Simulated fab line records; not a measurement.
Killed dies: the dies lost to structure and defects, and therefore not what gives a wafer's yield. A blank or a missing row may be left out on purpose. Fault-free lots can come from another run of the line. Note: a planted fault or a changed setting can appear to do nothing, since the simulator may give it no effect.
fab line records	flow n5Finfet
[record] lots = 24	wafers = 72	lastDay = 19
route steps=1938 shown FIN_SAQP@127 FIN_CUT@172 STI_FIN_REVEAL@189
lots with no fault: from the same line, run without faults
startH: hours from the record's opening day to when the first of the lot's shown wafers began	waitH: hours elapsed since this lot's preceding step	" unchanged from the row above	L1.1+2: a row that stands for several wafers	- no value, or no start given	* or withheld: withheld	< > ~ a bound
route shown NAME@n: names a module that has steps shown in the file, with the first one's number in the route	usual: mean/standard deviation taken from wafers without a fault	same: alike in all rows	chamber/n: place in a boat	sites: per-site readings	_std_site: standard deviation across them	_edge_site: outer sites' mean less inner sites'	radiusMm: how far each site lies from the wafer's centre	mask NAME#n: copy n	behind: the last tool/chamber to shape the wafer	hold: why the lot was held/for how many hours/how that ended	device: transistor that didn't switch, given as n, p or np	end of line: tests run on the same wafers once the route is complete	where a step has no rows: the recipe by itself	killed: count of dies lost to structure and defects at first sort (not the wafer's yield)	map: the dies of a wafer, with x for killed, . for not killed, _ for no die there
set.NAME: the setting the step ran with; set.NAME@STEP: the setting that earlier step ran with	model.NAME: the simulator's own value behind a step, which no gauge read
the route's steps for a sample of lots (tables are steps, rows are wafers)
services: a tool's chamber out of use, with start hour (startH, from the record's first day; less than 0 if before it), hours out, and reason
[[steps]]
[step N5_FIN_SAQP_MANDREL1_REMOVE_56]
[recipe] chemistry = HBr/Cl2/O2	btTimeS = 10	target = a-Si	stopOn = SiNx	endpoint = OES-SiCl	overEtchFrac = 1	icpW = 600	biasW = 22	HBr_flow_sccm = 150	Cl2_flow_sccm = 80	O2_flow_sccm = 5	pressureMtorr = 10
[usual] drypumpMotorCurrentA = 6.1/0.41	oesProductAu = 1.000/0.016	throttleValvePct = 36.7/0.37
lot.wafer	tool	chamber	startH	waitH	drypumpMotorCurrentA	oesProductAu	rfHoursCounterH	throttleValvePct
L074.2	rieSi-05	1	24.84	0.1	5.8	1.002	58	36.5
L074.3	"	3	"	"	6.5	1.009	196	36.7
L074.6	"	1	"	"	5.7	1.011	-	36.5
L075.1	rieSi-05	0	31.01	0.1	6.6	0.995	42	37.4
L075.2	"	3	"	"	6.5	1.009	196	36.7
L075.5	"	0	"	"	6.6	1.002	-	37.4
L076.2	rieSi-05	1	36.48	0.1	5.8	1.014	58	36.5
L076.5	"	3	"	"	6.5	0.994	-	36.7
L076.6	"	0	"	"	6.7	0.992	-	37.4
L077.1	rieSi-05	1	42.45	0.1	5.7	1.013	58	36.5
L077.5	"	0	"	"	6.7	0.992	-	37.4
L077.6	"	3	"	"	6.5	0.996	-	36.7
L078.1	rieSi-05	3	48.42	0.1	6.5	1.002	196	36.7
L078.3	"	1	"	"	5.7	1.028	58	36.5
L078.6	"	3	"	"	6.5	1.008	-	36.7
L079.3	rieSi-01	1	55.77	0.1	5.9	0.988	25	37.1
L079.4	"	3	"	"	6.1	0.977	169	37.0
L079.6	"	3	"	"	6.1	0.963	-	37.0
L080.3	rieSi-04	2	59.93	0.1	5.6	1.018	18	36.5
L080.4	"	0	"	"	5.7	0.998	4	36.9
L080.5	"	0	"	"	5.8	1.007	-	36.9
L081.2	rieSi-04	2	66.23	0.1	5.6	1.013	18	36.6
L081.4	"	1	"	"	5.8	0.998	77	36.9
L081.5	"	1	"	"	5.8	0.996	-	36.9
L082.1	rieSi-05	2	71.93	0.1	6.5	1.001	108	36.3
L082.2	"	1	"	"	5.7	1.012	59	36.5
L082.5	"	3	"	"	6.5	0.998	-	36.7
L083.3	rieSi-04	0	77.97	0.1	5.8	1.003	4	36.9
L083.5	"	3	"	"	6.1	1.001	-	36.5
L083.6	"	2	"	"	5.5	1.024	-	36.6
L084.2	rieSi-05	3	83.36	0.1	6.5	0.999	197	36.7
L084.4	"	1	"	"	5.7	1.036	59	36.5
L084.6	"	0	"	"	6.7	0.993	-	37.4
L085.3	rieSi-04	3	89.95	0.1	6.0	0.988	175	36.5
L085.4	"	2	"	"	5.6	1.014	18	36.6
L085.5	"	0	"	"	5.8	1.000	-	36.9
L086.3	rieSi-05	3	96.03	0.1	6.5	0.997	197	36.7
L086.4	"	0	"	"	6.7	0.978	43	37.4
L086.6	"	3	"	"	6.5	1.004	-	36.7
L087.1	rieSi-05	3	101.68	0.1	6.5	1.003	197	36.7
L087.2	"	1	"	"	5.7	1.026	59	36.5
L087.3	"	0	"	"	6.7	0.995	44	37.4
L088.1	rieSi-05	0	108.55	0.1	6.6	0.988	44	37.4
L088.4	"	1	"	"	5.8	1.041	59	36.5
L088.6	"	1	"	"	5.8	1.033	-	36.5
L089.1	rieSi-05	1	113.98	0.1	5.7	1.033	59	36.5
L089.2	"	2	"	"	6.5	0.995	109	36.3
L089.3	"	3	"	"	6.5	0.999	197	36.7
L090.3	rieSi-05	0	121.11	0.1	6.6	1.004	-	37.4
L090.4	"	1	"	"	5.7	1.031	-	36.5
L090.6	"	1	"	"	5.7	1.023	-	36.5
L091.2	rieSi-05	0	127.38	0.1	6.6	0.991	44	37.4
L091.4	"	2	"	"	6.5	1.000	-	36.3
L091.6	"	0	"	"	6.6	1.000	-	37.4
L092.4	rieSi-05	0	132.68	0.1	6.7	0.982	44	37.4
L092.5	"	3	"	"	6.5	0.985	-	37.0
L092.6	"	2	"	"	6.5	1.015	-	36.3
L093.1	rieSi-01	0	138.92	0.1	5.5	1.012	31	36.6
L093.5	"	3	"	"	6.1	0.972	-	37.0
L093.6	"	0	"	"	5.5	1.008	-	36.6
L094.2	rieSi-04	2	143.40	0.1	5.5	1.009	19	36.6
L094.3	"	0	"	"	5.8	0.987	5	36.9
L094.6	"	2	"	"	5.5	1.013	-	36.6
L095.2	rieSi-01	3	149.72	0.1	6.1	0.971	170	37.0
L095.3	"	1	"	"	5.9	0.979	27	37.1
L095.4	"	2	"	"	5.8	0.982	92	36.4
L096.1	rieSi-01	2	156.56	0.1	5.8	0.978	92	36.4
L096.3	"	3	"	"	6.1	0.961	171	36.9
L096.5	"	1	"	"	5.9	0.971	-	37.1
L097.1	rieSi-05	1	164.58	0.1	5.7	1.032	60	36.5
L097.2	"	0	"	"	6.6	0.985	45	37.4
L097.3	"	2	"	"	6.5	1.011	110	36.3
[step N5_FIN_CUT_STRIP_24]
[recipe] chemistry = CF4	resist = SiARC	powerW = 300	biasPowerW = 75	pressureMtorr = 50	cf4FlowSccm = 150	rfFrequencyHz = 6e+07
[usual] drypumpMotorCurrentA = 5.8/0.51	oesProductAu = 0.76/0.081	rfVppV = 271.3/1.4	showerheadPlenumPTorr = 1.79/0.054	throttleValvePct = 13.57/0.28
lot.wafer	tool	chamber	startH	waitH	drypumpMotorCurrentA	oesProductAu	rfHoursCounterH	rfVppV	showerheadPlenumPTorr	throttleValvePct
L074.2	rieDiel-02	2	28.05	0.0	6.4	0.72	209	270.8	1.78	13.96
L074.3	"	3	"	"	6.2	0.72	171	270.3	1.72	13.60
L074.6	"	3	"	"	6.2	0.71	-	269.6	1.72	13.63
L075.1	rieDiel-01	2	34.48	0.0	5.7	0.66	254	271.2	1.83	13.86
L075.2	"	3	"	"	5.4	0.71	206	270.3	1.79	13.61
L075.5	"	3	"	"	5.4	0.71	-	270.1	1.79	13.59
L076.2	rieDiel-03	3	40.32	0.0	6.7	0.68	230	272.2	1.83	13.64
L076.5	"	3	"	"	6.6	0.69	-	272.3	1.83	13.65
L076.6	"	2	"	"	5.8	0.77	-	272.7	1.81	13.38
L077.1	rieDiel-02	1	45.75	0.0	5.2	0.73	173	270.2	1.71	13.76
L077.5	"	0	"	"	5.6	0.69	-	272.4	1.75	13.73
L077.6	"	3	"	"	6.2	0.72	-	268.8	1.72	13.62
L078.1	rieDiel-02	3	51.65	0.0	6.2	0.72	178	268.9	1.72	13.62
L078.3	"	1	"	"	5.2	0.73	175	269.2	1.71	13.77
L078.6	"	3	"	"	6.2	0.72	-	270.1	1.72	13.63
L079.3	rieDiel-03	1	58.92	0.0	6.0	0.75	135	274.1	1.87	13.95
L079.4	"	0	"	"	4.9	0.81	99	271.0	1.81	13.26
L079.6	"	2	"	"	5.8	0.77	-	271.9	1.81	13.38
L080.3	rieDiel-03	2	63.16	0.0	5.8	0.77	108	271.5	1.81	13.38
L080.4	"	3	"	"	6.6	0.68	235	272.2	1.83	13.66
L080.5	"	3	"	"	6.6	0.68	-	273.2	1.83	13.65
L081.2	rieDiel-02	3	69.39	0.0	6.2	0.71	183	269.8	1.72	13.65
L081.4	"	0	"	"	5.6	0.69	238	271.6	1.75	13.72
L081.5	"	3	"	"	6.2	0.71	-	269.2	1.72	13.64
L082.1	rieDiel-01	0	76.43	0.0	6.4	0.86	67	273.1	1.82	13.33
L082.2	"	2	"	"	5.7	0.93	3	272.1	1.83	13.30
L082.5	"	3	"	"	5.4	0.70	-	271.0	1.78	13.63
L083.3	rieDiel-02	2	81.11	0.0	6.4	0.70	224	270.0	1.78	13.99
L083.5	"	2	"	"	6.4	0.70	-	270.7	1.78	14.00
L083.6	"	1	"	"	5.2	0.72	-	269.6	1.71	13.83
L084.2	rieDiel-03	1	87.28	0.0	6.1	0.75	142	273.7	1.87	13.96
L084.4	"	2	"	"	5.7	0.75	115	271.4	1.80	13.39
L084.6	"	0	"	"	4.9	0.80	-	271.7	1.81	13.27
L085.3	rieDiel-02	2	93.63	0.0	6.5	0.70	229	269.8	1.77	14.02
L085.4	"	1	"	"	5.2	0.72	188	269.7	1.71	13.81
L085.5	"	3	"	"	6.2	0.71	-	271.8	1.71	13.67
L086.3	rieDiel-01	2	99.24	0.0	5.7	0.90	12	271.7	1.83	13.32
L086.4	"	2	"	"	5.7	0.90	-	271.8	1.83	13.31
L086.6	"	0	"	"	6.5	0.84	-	272.5	1.82	13.35
L087.1	rieDiel-03	3	104.89	0.0	6.6	0.67	249	272.6	1.83	13.70
L087.2	"	2	"	"	5.8	0.75	120	272.0	1.80	13.42
L087.3	"	0	"	"	4.9	0.80	112	272.2	1.81	13.29
L088.1	rieDiel-03	0	112.10	0.0	4.9	0.79	115	270.6	1.81	13.29
L088.4	"	2	"	"	5.8	0.75	-	273.8	1.80	13.41
L088.6	"	1	"	"	6.0	0.74	-	273.6	1.87	13.98
L089.1	rieDiel-03	2	117.46	0.0	5.8	0.75	125	271.4	1.80	13.44
L089.2	"	0	"	"	4.9	0.79	117	272.1	1.80	13.31
L089.3	"	1	"	"	6.0	0.74	152	274.3	1.87	13.99
L090.3	rieDiel-01	1	124.41	0.0	5.8	0.91	15	273.3	1.91	12.99
L090.4	"	2	"	"	5.7	0.87	21	270.8	1.83	13.32
L090.6	"	1	"	"	5.8	0.91	-	272.7	1.91	12.99
L091.2	rieDiel-02	0	130.72	0.0	5.6	0.97	1	272.1	1.75	13.18
L091.4	"	2	"	"	6.5	0.70	243	269.8	1.77	14.05
L091.6	"	3	"	"	6.2	0.70	-	269.8	1.71	13.69
L092.4	rieDiel-02	1	136.53	0.0	5.2	0.70	204	269.5	1.70	13.87
L092.5	"	0	"	"	5.6	0.94	-	270.9	1.75	13.20
L092.6	"	1	"	"	5.2	0.70	-	268.2	1.70	13.84
L093.1	rieDiel-02	2	142.71	0.0	6.4	0.69	247	271.1	1.77	14.06
L093.5	"	2	"	"	6.4	0.69	-	272.0	1.77	14.03
L093.6	"	1	"	"	5.2	0.71	-	268.4	1.70	13.86
L094.2	rieDiel-03	0	147.20	0.0	4.9	0.78	127	270.3	1.80	13.32
L094.3	"	3	"	"	6.6	0.92	9	272.4	1.83	13.17
L094.6	"	3	"	"	6.7	0.91	-	272.1	1.82	13.16
L095.2	rieDiel-01	3	153.08	0.0	5.4	0.67	246	269.6	1.77	13.68
L095.3	"	0	"	"	6.4	0.83	93	271.8	1.82	13.38
L095.4	"	2	"	"	5.7	0.86	30	271.9	1.82	13.35
L096.1	rieDiel-01	0	159.64	0.0	6.4	0.82	95	271.9	1.82	13.39
L096.3	"	2	"	"	5.7	0.86	32	271.3	1.82	13.37
L096.5	"	2	"	"	5.7	0.86	-	272.7	1.82	13.36
L097.1	rieDiel-01	2	168.07	0.0	5.7	0.85	34	271.4	1.82	13.37
L097.2	"	0	"	"	6.5	0.82	96	272.9	1.81	13.39
L097.3	"	1	"	"	5.8	0.90	28	272.8	1.91	13.02
[step N5_FIN_CUT_INSPECT_17]
[recipe] inspectInstrument = brightfield	mode = aei
[usual] rawDefectCount = 240/70
lot.wafer	tool	chamber	startH	waitH	rawDefectCount
L074.2	defectInspect-01	-	28.54	0.0	162
L074.3	"	-	"	"	284
L074.6	"	-	"	"	163
L075.1	defectInspect-01	-	34.98	0.0	188
L075.2	"	-	"	"	219
L075.5	"	-	"	"	159
L076.2	defectInspect-02	-	40.81	0.0	342
L076.5	"	-	"	"	119
L076.6	"	-	"	"	125
L077.1	defectInspect-01	-	46.24	0.0	236
L077.5	"	-	"	"	304
L077.6	"	-	"	"	278
L078.1	defectInspect-02	-	52.30	0.0	272
L078.3	"	-	"	"	158
L078.6	"	-	"	"	174
L079.3	defectInspect-01	-	59.47	0.0	188
L079.4	"	-	"	"	292
L079.6	"	-	"	"	239
L080.3	defectInspect-02	-	63.65	0.0	246
L080.4	"	-	"	"	304
L080.5	"	-	"	"	203
L081.2	defectInspect-02	-	69.88	0.0	231
L081.4	"	-	"	"	256
L081.5	"	-	"	"	273
L082.1	defectInspect-01	-	76.95	0.0	178
L082.2	"	-	"	"	260
L082.5	"	-	"	"	287
L083.3	defectInspect-02	-	81.60	0.0	278
L083.5	"	-	"	"	266
L083.6	"	-	"	"	315
L084.2	defectInspect-01	-	87.77	0.0	233
L084.4	"	-	"	"	189
L084.6	"	-	"	"	211
L085.3	defectInspect-02	-	94.18	0.0	195
L085.4	"	-	"	"	224
L085.5	"	-	"	"	298
L086.3	defectInspect-01	-	99.89	0.0	191
L086.4	"	-	"	"	301
L086.6	"	-	"	"	207
L087.1	defectInspect-02	-	105.52	0.0	225
L087.2	"	-	"	"	290
L087.3	"	-	"	"	306
L088.1	defectInspect-01	-	112.59	0.0	204
L088.4	"	-	"	"	169
L088.6	"	-	"	"	170
L089.1	defectInspect-01	-	117.96	0.0	129
L089.2	"	-	"	"	162
L089.3	"	-	"	"	268
L090.3	defectInspect-01	-	125.73	0.0	301
L090.4	"	-	"	"	239
L090.6	"	-	"	"	317
L091.2	defectInspect-01	-	131.25	0.0	242
L091.4	"	-	"	"	210
L091.6	"	-	"	"	218
L092.4	defectInspect-01	-	137.03	0.0	265
L092.5	"	-	"	"	200
L092.6	"	-	"	"	285
L093.1	defectInspect-02	-	143.21	0.0	266
L093.5	"	-	"	"	291
L093.6	"	-	"	"	272
L094.2	defectInspect-02	-	148.41	0.1	320
L094.3	"	-	"	"	266
L094.6	"	-	"	"	208
L095.2	defectInspect-02	-	153.58	0.0	327
L095.3	"	-	"	"	421
L095.4	"	-	"	"	299
L096.1	defectInspect-01	-	160.14	0.0	280
L096.3	"	-	"	"	254
L096.5	"	-	"	"	185
L097.1	defectInspect-02	-	168.81	0.0	139
L097.2	"	-	"	"	249
L097.3	"	-	"	"	207
[step N5_STI_FIN_REVEAL_DENSIFY_30]
[recipe] tempC = *	timeS = *	ambient = N2	idleTempC = 600	rampUpCPerS = 150	rampDownCPerS = 60	coolToC = 600
[usual] lampPowerPct = 11.54/0.052	wafer_temp_C_max = *
lot.wafer	tool	chamber	startH	waitH	lampPowerPct	wafer_temp_C_max
L074.2	rtpAnneal-01	0	34.57	0.3	11.49	*
L074.3	"	0	"	"	11.54	*
L074.6	"	0	"	"	11.61	*
L075.1	rtpAnneal-02	0	41.04	0.0	11.49	*
L075.2	"	0	"	"	11.48	*
L075.5	"	0	"	"	11.53	*
L076.2	rtpAnneal-01	0	46.90	0.1	11.60	*
L076.5	"	0	"	"	11.41	*
L076.6	"	0	"	"	11.54	*
L077.1	rtpAnneal-02	0	53.50	0.1	11.45	*
L077.5	"	0	"	"	11.58	*
L077.6	"	0	"	"	11.61	*
L078.1	rtpAnneal-02	0	58.11	0.1	11.48	*
L078.3	"	0	"	"	11.48	*
L078.6	"	0	"	"	11.63	*
L079.3	rtpAnneal-01	0	65.02	0.1	11.59	*
L079.4	"	0	"	"	11.50	*
L079.6	"	0	"	"	11.56	*
L080.3	rtpAnneal-02	0	69.16	0.1	11.51	*
L080.4	"	0	"	"	11.50	*
L080.5	"	0	"	"	11.65	*
L081.2	rtpAnneal-02	0	75.36	0.1	11.50	*
L081.4	"	0	"	"	11.57	*
L081.5	"	0	"	"	11.56	*
L082.1	rtpAnneal-02	0	82.40	0.0	11.60	*
L082.2	"	0	"	"	11.55	*
L082.5	"	0	"	"	11.50	*
L083.3	rtpAnneal-01	0	87.62	0.2	11.48	*
L083.5	"	0	"	"	11.55	*
L083.6	"	0	"	"	11.61	*
L084.2	rtpAnneal-02	0	94.56	0.1	11.64	*
L084.4	"	0	"	"	11.46	*
L084.6	"	0	"	"	11.58	*
L085.3	rtpAnneal-02	0	101.21	0.1	11.54	*
L085.4	"	0	"	"	11.50	*
L085.5	"	0	"	"	11.61	*
L086.3	rtpAnneal-02	0	106.36	0.1	11.48	*
L086.4	"	0	"	"	11.56	*
L086.6	"	0	"	"	11.47	*
L087.1	rtpAnneal-02	0	111.30	0.2	11.58	*
L087.2	"	0	"	"	11.57	*
L087.3	"	0	"	"	11.50	*
L088.1	rtpAnneal-02	0	118.17	0.1	11.50	*
L088.4	"	0	"	"	11.49	*
L088.6	"	0	"	"	11.61	*
L089.1	rtpAnneal-02	0	123.46	0.1	11.48	*
L089.2	"	0	"	"	11.50	*
L089.3	"	0	"	"	11.56	*
L090.3	rtpAnneal-01	0	131.25	0.1	11.67	*
L090.4	"	0	"	"	11.55	*
L090.6	"	0	"	"	11.44	*
L091.2	rtpAnneal-01	0	163.56	0.1	11.53	*
L091.4	"	0	"	"	11.58	*
L091.6	"	0	"	"	11.52	*
L093.1	rtpAnneal-01	0	165.79	0.0	11.59	*
L093.5	"	0	"	"	11.63	*
L093.6	"	0	"	"	11.64	*
L092.4	rtpAnneal-02	0	165.98	0.2	11.53	*
L092.5	"	0	"	"	11.52	*
L092.6	"	0	"	"	11.62	*
L094.2	rtpAnneal-02	0	167.71	0.1	11.60	*
L094.3	"	0	"	"	11.62	*
L094.6	"	0	"	"	11.55	*
L095.2	rtpAnneal-01	0	167.71	0.1	11.53	*
L095.3	"	0	"	"	11.55	*
L095.4	"	0	"	"	11.51	*
L096.1	rtpAnneal-01	0	169.93	0.0	11.43	*
L096.3	"	0	"	"	11.50	*
L096.5	"	0	"	"	11.41	*
L097.1	rtpAnneal-02	0	174.83	0.0	11.58	*
L097.2	"	0	"	"	11.60	*
L097.3	"	0	"	"	11.56	*
[step N5_STI_FIN_REVEAL_OXIDATION_33]
[recipe] chemistry = O2_PLASMA_REMOTE	tempC = 150	timeS = 20	pressureMtorr = 1000	sourcePowerW = 2000	o2FlowSccm = 3000
[usual] drypumpMotorCurrentA = 6.19/0.21	heaterPowerW = 153/13
lot.wafer	tool	chamber	startH	waitH	drypumpMotorCurrentA	heaterPowerW	rfHoursCounterH
L074.2	plasmaAsher-01	1	37.70	0.2	6.14	154	25
L074.3	"	1	"	"	6.11	155	-
L074.6	"	1	"	"	6.12	155	-
L075.1	plasmaAsher-02	1	44.44	0.0	6.55	169	91
L075.2	"	0	"	"	5.98	130	91
L075.5	"	1	"	"	6.55	170	-
L076.2	plasmaAsher-02	1	49.85	0.0	6.55	162	92
L076.5	"	0	"	"	6.01	133	-
L076.6	"	1	"	"	6.55	171	-
L077.1	plasmaAsher-02	0	56.69	0.0	5.99	131	93
L077.5	"	1	"	"	6.55	169	-
L077.6	"	0	"	"	5.98	134	-
L078.1	plasmaAsher-01	0	61.10	0.0	6.13	162	30
L078.3	"	1	"	"	6.11	152	-
L078.6	"	1	"	"	6.10	154	-
L079.3	plasmaAsher-01	0	67.96	0.0	6.11	158	-
L079.4	"	1	"	"	6.10	154	-
L079.6	"	1	"	"	6.11	151	-
L080.3	plasmaAsher-01	1	72.50	0.0	6.12	153	-
L080.4	"	0	"	"	6.10	154	-
L080.5	"	0	"	"	6.11	155	-
L081.2	plasmaAsher-01	1	78.30	0.0	6.11	152	33
L081.4	"	0	"	"	6.13	163	-
L081.5	"	1	"	"	6.12	155	-
L082.1	plasmaAsher-01	1	85.40	0.0	6.12	154	35
L082.2	"	0	"	"	6.11	157	35
L082.5	"	0	"	"	6.11	159	-
L083.3	plasmaAsher-01	0	90.57	0.0	6.12	155	-
L083.5	"	1	"	"	6.15	158	-
L083.6	"	0	"	"	6.09	162	-
L084.2	plasmaAsher-02	0	97.55	0.0	5.97	132	101
L084.4	"	1	"	"	6.52	170	-
L084.6	"	0	"	"	5.99	135	-
L085.3	plasmaAsher-02	1	104.15	0.0	6.55	165	-
L085.4	"	0	"	"	5.98	131	-
L085.5	"	1	"	"	6.55	172	-
L086.3	plasmaAsher-01	0	109.56	0.0	6.09	159	-
L086.4	"	1	"	"	6.12	150	-
L086.6	"	1	"	"	6.11	154	-
L087.1	plasmaAsher-01	1	114.45	0.0	6.12	154	41
L087.2	"	0	"	"	6.12	161	41
L087.3	"	1	"	"	6.12	153	-
L088.1	plasmaAsher-02	0	121.30	0.0	6.01	131	106
L088.4	"	0	"	"	5.98	133	-
L088.6	"	0	"	"	5.97	131	-
L089.1	plasmaAsher-02	0	126.50	0.1	5.96	129	106
L089.2	"	1	"	"	6.54	166	106
L089.3	"	0	"	"	5.93	133	-
L090.3	plasmaAsher-01	1	134.20	0.0	6.12	150	-
L090.4	"	0	"	"	6.13	156	-
L090.6	"	0	"	"	6.13	162	-
L091.2	plasmaAsher-02	1	166.73	0.0	6.55	165	111
L091.4	"	0	"	"	5.97	133	-
L091.6	"	0	"	"	5.95	131	-
L093.1	plasmaAsher-02	1	168.96	0.0	6.55	164	111
L093.5	"	0	"	"	5.96	134	-
L093.6	"	1	"	"	6.57	168	-
L092.4	plasmaAsher-02	0	169.37	0.0	5.98	127	-
L092.5	"	1	"	"	6.58	170	-
L092.6	"	0	"	"	5.98	133	-
L094.2	plasmaAsher-02	0	170.67	0.0	5.97	132	112
L094.3	"	0	"	"	5.96	129	-
L094.6	"	1	"	"	6.56	166	-
L095.2	plasmaAsher-01	0	171.00	0.0	6.14	157	50
L095.3	"	0	"	"	6.12	159	-
L095.4	"	1	"	"	6.13	158	-
L096.1	plasmaAsher-02	0	172.93	0.0	5.94	132	112
L096.3	"	1	"	"	6.54	166	-
L096.5	"	1	"	"	6.54	168	-
L097.1	plasmaAsher-01	1	178.04	0.0	6.11	153	51
L097.2	"	0	"	"	6.12	155	51
L097.3	"	0	"	"	6.12	158	-
[step N5_STI_FIN_REVEAL_INSPECT_13]
[recipe] inspectInstrument = darkfield	mode = postClean
[usual] rawDefectCount = 12/5.5
lot.wafer	tool	chamber	startH	waitH	rawDefectCount
L074.2	defectInspect-01	-	37.98	0.0	6
L074.3	"	-	"	"	9
L074.6	"	-	"	"	9
L075.1	defectInspect-01	-	44.73	0.0	11
L075.2	"	-	"	"	21
L075.5	"	-	"	"	18
L076.2	defectInspect-01	-	50.14	0.0	15
L076.5	"	-	"	"	13
L076.6	"	-	"	"	13
L077.1	defectInspect-02	-	57.03	0.0	7
L077.5	"	-	"	"	17
L077.6	"	-	"	"	7
L078.1	defectInspect-02	-	61.39	0.0	8
L078.3	"	-	"	"	9
L078.6	"	-	"	"	5
L079.3	defectInspect-01	-	68.23	0.0	20
L079.4	"	-	"	"	9
L079.6	"	-	"	"	6
L080.3	defectInspect-01	-	72.77	0.0	8
L080.4	"	-	"	"	9
L080.5	"	-	"	"	8
L081.2	defectInspect-01	-	78.58	0.0	6
L081.4	"	-	"	"	17
L081.5	"	-	"	"	6
L082.1	defectInspect-02	-	85.69	0.0	8
L082.2	"	-	"	"	12
L082.5	"	-	"	"	15
L083.3	defectInspect-02	-	90.84	0.0	8
L083.5	"	-	"	"	10
L083.6	"	-	"	"	9
L084.2	defectInspect-01	-	97.83	0.0	11
L084.4	"	-	"	"	7
L084.6	"	-	"	"	6
L085.3	defectInspect-01	-	104.41	0.0	8
L085.4	"	-	"	"	6
L085.5	"	-	"	"	10
L086.3	defectInspect-01	-	109.83	0.0	10
L086.4	"	-	"	"	16
L086.6	"	-	"	"	16
L087.1	defectInspect-01	-	114.73	0.0	17
L087.2	"	-	"	"	7
L087.3	"	-	"	"	8
L088.1	defectInspect-02	-	121.59	0.0	8
L088.4	"	-	"	"	9
L088.6	"	-	"	"	13
L089.1	defectInspect-01	-	126.79	0.0	10
L089.2	"	-	"	"	10
L089.3	"	-	"	"	17
L090.3	defectInspect-01	-	134.46	0.0	5
L090.4	"	-	"	"	14
L090.6	"	-	"	"	9
L091.2	defectInspect-02	-	167.07	0.0	17
L091.4	"	-	"	"	19
L091.6	"	-	"	"	16
L093.1	defectInspect-02	-	169.24	0.0	26
L093.5	"	-	"	"	23
L093.6	"	-	"	"	16
L092.4	defectInspect-01	-	169.64	0.0	17
L092.5	"	-	"	"	14
L092.6	"	-	"	"	13
L094.2	defectInspect-02	-	171.01	0.0	19
L094.3	"	-	"	"	7
L094.6	"	-	"	"	12
L095.2	defectInspect-01	-	171.34	0.0	20
L095.3	"	-	"	"	7
L095.4	"	-	"	"	21
L096.1	defectInspect-01	-	173.21	0.0	16
L096.3	"	-	"	"	19
L096.5	"	-	"	"	17
L097.1	defectInspect-01	-	178.33	0.0	8
L097.2	"	-	"	"	15
L097.3	"	-	"	"	9
[[services]]
tool	chamber	startH	hours	kind
rieSi-05	2	4.05	4.9	repair
plasmaAsher-01	-	6.24	6.4	repair
rieDiel-01	0	13.24	2.6	repair
rieDiel-01	1	23.11	-	clean
rieSi-04	2	26.88	1.1	repair
rieDiel-02	-	28.76	0.9	repair
rieDiel-03	1	55.48	3.0	repair
rieDiel-01	1	74.60	31.8	repair
plasmaAsher-02	-	81.42	2.8	pm
rieDiel-02	0	105.21	-	clean
rieDiel-02	0	105.21	-	consumableReplace:focusRing
rieDiel-02	0	105.21	21.7	scheduledDown
rieDiel-02	0	105.21	21.7	ventCycle
rieDiel-03	3	108.72	-	clean
rieDiel-03	3	108.72	-	consumableReplace:focusRing
rieSi-05	3	116.48	-	clean
rieSi-05	3	116.48	13.3	scheduledDown
rieSi-05	3	116.48	13.3	ventCycle
rieSi-05	2	118.13	4.7	repair
rieDiel-02	2	152.47	-	clean
rieDiel-02	2	152.47	-	consumableReplace:focusRing
plasmaAsher-01	-	163.39	2.4	repair
rieSi-05	1	166.62	10.4	repair
rieDiel-03	2	170.50	10.6	repair
[[key]]
fault none
